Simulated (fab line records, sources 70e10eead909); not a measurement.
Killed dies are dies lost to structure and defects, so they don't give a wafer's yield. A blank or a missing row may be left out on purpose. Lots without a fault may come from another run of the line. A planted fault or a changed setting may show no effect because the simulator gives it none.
Tool commonality check | flow nand_harc | 14 lots, 42 wafers sampled

WHY IT WAS OPENED
At NHARC_A_ONON_D1_THK_MEAS_30 the reading thk_nm is flagged on 2 of 14 lots. Wafers without a fault read 999 nm, standard deviation 9.8.
Rule: a lot is flagged when every wafer of it that has a number lies more than 4 standard deviations from that mean, or none has a number. The other lots count as sound.

lot  | measured     | on            | thk_nm (nm), wafer by wafer | flag
L846 | day 8 00:40  | film_metro-02 | 996 996 997                 |
L847 | day 8 16:26  | film_metro-02 | 1013 1012 1014              |
L849 | day 9 14:46  | film_metro-02 | 1001 1001 1000              |
L850 | day 9 14:47  | film_metro-01 | 1009 1011 1011              |
L851 | day 10 07:19 | film_metro-02 | 1009 1009 1009              |
L852 | day 10 20:55 | film_metro-01 | 1017 1017 1018              |
L853 | day 11 03:08 | film_metro-02 | 996 996 995                 |
L855 | day 12 03:00 | film_metro-01 | 1011 1012 1012              |
L856 | day 12 09:41 | film_metro-02 | 989 991 990                 |
L859 | day 13 15:40 | film_metro-01 | 332 330 331                 | FLAGGED
L860 | day 14 13:50 | film_metro-01 | 320 320 322                 | FLAGGED
L867 | day 17 23:14 | film_metro-01 | 1000 999 999                |
L868 | day 18 03:11 | film_metro-02 | 1006 1008 1007              |
L869 | day 18 03:19 | film_metro-01 | 1002 1003 1003              |
The numbers of the flagged lots are 326 nm on average: -673 nm against the usual, or -69 standard deviations.

WHICH TOOL RAN EACH LOT
The record holds 1 process step before the reading, out of a route of 1302 steps. In each cell: the tool, then ch and the chambers that the sampled wafers went through, then the start.
lot  | flag    | NHARC_A_ONON_D1_DEP_28
L846 |         | pecvd_onon-03 ch 0, day 8 00:09
L847 |         | pecvd_onon-03 ch 0, day 8 16:02
L849 |         | pecvd_onon-02 ch 0, day 9 14:22
L850 |         | pecvd_onon-04 ch 0, day 9 14:16
L851 |         | pecvd_onon-02 ch 0, day 10 06:51
L852 |         | pecvd_onon-04 ch 0, day 10 20:24
L853 |         | pecvd_onon-02 ch 0, day 11 02:44
L855 |         | pecvd_onon-02 ch 0, day 12 02:33
L856 |         | pecvd_onon-02 ch 0, day 12 09:17
L859 | FLAGGED | pecvd_onon-02 ch 0, day 13 15:09
L860 | FLAGGED | pecvd_onon-02 ch 0, day 14 13:19
L867 |         | pecvd_onon-03 ch 0, day 17 22:53
L868 |         | pecvd_onon-02 ch 0, day 18 02:43
L869 |         | pecvd_onon-04 ch 0, day 18 02:55
What these steps do:
- NHARC_A_ONON_D1_DEP_28: target thk 1000 nm.
- NHARC_A_ONON_D1_THK_MEAS_30: measures by ellipsometry.

FLAGGED OVER TOTAL, TOOL BY TOOL (the gauges that took the reading come last)
step                        | tool          | lots run | flagged | share of the flagged lots | sound lots run after its first flagged lot
NHARC_A_ONON_D1_DEP_28      | pecvd_onon-02 | 8        | 2       | all                       | 1 (L868)
NHARC_A_ONON_D1_DEP_28      | pecvd_onon-03 | 3        | 0       | none                      | -
NHARC_A_ONON_D1_DEP_28      | pecvd_onon-04 | 3        | 0       | none                      | -
NHARC_A_ONON_D1_THK_MEAS_30 | film_metro-01 | 7        | 2       | all                       | 2 (L867,L869)
NHARC_A_ONON_D1_THK_MEAS_30 | film_metro-02 | 7        | 0       | none                      | -

WHAT THE TABLE ALLOWS
2 rows of the table ran every flagged lot: pecvd_onon-02 at NHARC_A_ONON_D1_DEP_28, film_metro-01 at NHARC_A_ONON_D1_THK_MEAS_30.
- pecvd_onon-02 at NHARC_A_ONON_D1_DEP_28: 2 of its 8 lots flagged. Sound lots ran on it after the first flagged one (L868), which a lasting fault on the whole tool wouldn't allow.
- film_metro-01 at NHARC_A_ONON_D1_THK_MEAS_30: 2 of its 7 lots flagged. Sound lots ran on it after the first flagged one (L867, L869), which a lasting fault on the whole tool wouldn't allow.
No row of the table ran every flagged lot and no sound lot after the first.

WHAT THE SIMULATOR HAD PUT IN
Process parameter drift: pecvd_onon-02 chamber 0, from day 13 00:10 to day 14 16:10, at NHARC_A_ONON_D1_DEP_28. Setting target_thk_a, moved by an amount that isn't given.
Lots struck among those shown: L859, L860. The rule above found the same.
